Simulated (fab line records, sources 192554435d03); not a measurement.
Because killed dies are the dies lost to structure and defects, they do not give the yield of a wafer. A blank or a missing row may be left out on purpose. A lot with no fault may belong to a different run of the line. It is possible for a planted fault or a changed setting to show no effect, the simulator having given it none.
A single fault, viewed from 3 desks	flow n5 finfet	every desk sees just its own numbers, and what lay behind them comes last

## FROM THE METROLOGY DESK
What the gauges read, lot by lot, whatever tool the lot ran on: means of the sampled wafers that have a number. The brackets show how far a lot's mean lies from the usual mean; more than 4 standard deviations puts the lot out of limits, marked OUT.
Columns: A = cd nm at N5_BEOL_M7_CD_MEAS_28, usual 39.97 nm; B = V6_OVL at N5_BEOL_M7_OVL_MEAS_29, usual 0.2 nm
lot	first seen here	A	B
L279	day 10 10:41	39.77	1.5
L278	day 10 12:56	40.05	-0.5
L286	day 12 15:37	39.86	0.2
L288	day 12 17:28	39.82	0.4
L292	day 14 00:05	40.11	0.4
L293	day 14 00:11	39.74	0.2
L295	day 14 15:19	39.91	-0.2
Result from this desk: across the 7 lots, nothing is out of limits.

## AT THE TOOL OWNER'S DESK: rie diel-02
The tool's own readings at N5_BEOL_M7_VIA_ETCH_34 (etches SiCOH lowk in C4F6/O2, target depth 125.5 nm, time 50.5 s): means of the sampled wafers that have a number, for each lot that ran on this tool. The brackets show how far a lot's mean lies from the usual mean; more than 4 standard deviations puts the lot out of limits, marked OUT. Shown are 7 of the 9 readings it has, namely the first that went out of limits plus those furthest out on some lot.
Columns: A = C4F6_flow_sccm at N5_BEOL_M7_VIA_ETCH_34, usual 10.00 sccm; B = chamber pressure mTorr at N5_BEOL_M7_VIA_ETCH_34, usual 30.00 mTorr; C = drypump motor current A at N5_BEOL_M7_VIA_ETCH_34, usual 5.8 A; D = rf vpp V at N5_BEOL_M7_VIA_ETCH_34, usual 662 V; E = run length s at N5_BEOL_M7_VIA_ETCH_34, usual 73.9 s; F = showerhead plenum p Torr at N5_BEOL_M7_VIA_ETCH_34, usual 2.87 Torr; G = throttle valve pct at N5_BEOL_M7_VIA_ETCH_34, usual 20.91 %
lot	first seen here	A	B	C	D	E	F	G
L279	day 10 11:04	10.00	30.01	5.8	661	74.0	2.95	20.88
L278	day 10 13:47	9.98	30.01	5.4	659	74.1	2.96	21.00
L286	day 12 16:16	10.02	30.00	5.8	664	90.9 (+35) OUT	2.82	20.70
L288	day 12 17:53	10.01	30.03	5.3	659	79.7 (+12) OUT	2.90	20.97
L292	day 14 00:33	9.96	29.99	5.3	658	82.4 (+18) OUT	2.83	20.87
This desk's finding: out of limits on L286, L288, L292; first on L286, day 12 16:16 (run length s at N5_BEOL_M7_VIA_ETCH_34). L279, L278 stayed within limits.

## THE DEFECT DESK
Inspection counts along the route, by lot: the mean over sampled wafers that carry a number. The brackets show how far a lot's mean lies from the usual mean; more than 4 standard deviations puts the lot out of limits, marked OUT.
Columns: A = raw defect count at N5_BEOL_M7_INSPECT_30, usual 424
lot	first seen here	A
L279	day 10 10:46	386
L278	day 10 13:01	508
L286	day 12 15:42	410
L288	day 12 17:41	397
L292	day 14 00:10	444
L293	day 14 00:17	427
L295	day 14 15:25	330
Result from this desk: across the 7 lots, nothing is out of limits.

## ALL TOGETHER
On L286, L288, L292, at day 12 16:16, an alarm was possible from the tool owner's desk.
At the metrology desk, nothing out of limits was observed.
No out-of-limits result turned up at the defect desk.
The metrology desk holds a record of L286, L288, L292, inside its limits.
The defect desk has L286, L288, L292 on record, within its limits.
Of the lots named, all ran N5_BEOL_M7_VIA_ETCH_34 on rie diel-02.

## WHAT THE SIMULATOR PUT IN
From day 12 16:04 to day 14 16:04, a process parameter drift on rie diel-02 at N5_BEOL_M7_VIA_ETCH_34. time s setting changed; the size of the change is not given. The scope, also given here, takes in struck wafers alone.
Shown lots that were struck: L286, L288, L292.
Each desk's first reading out of limits, in hours after the fault started: the tool owner's desk, 0.
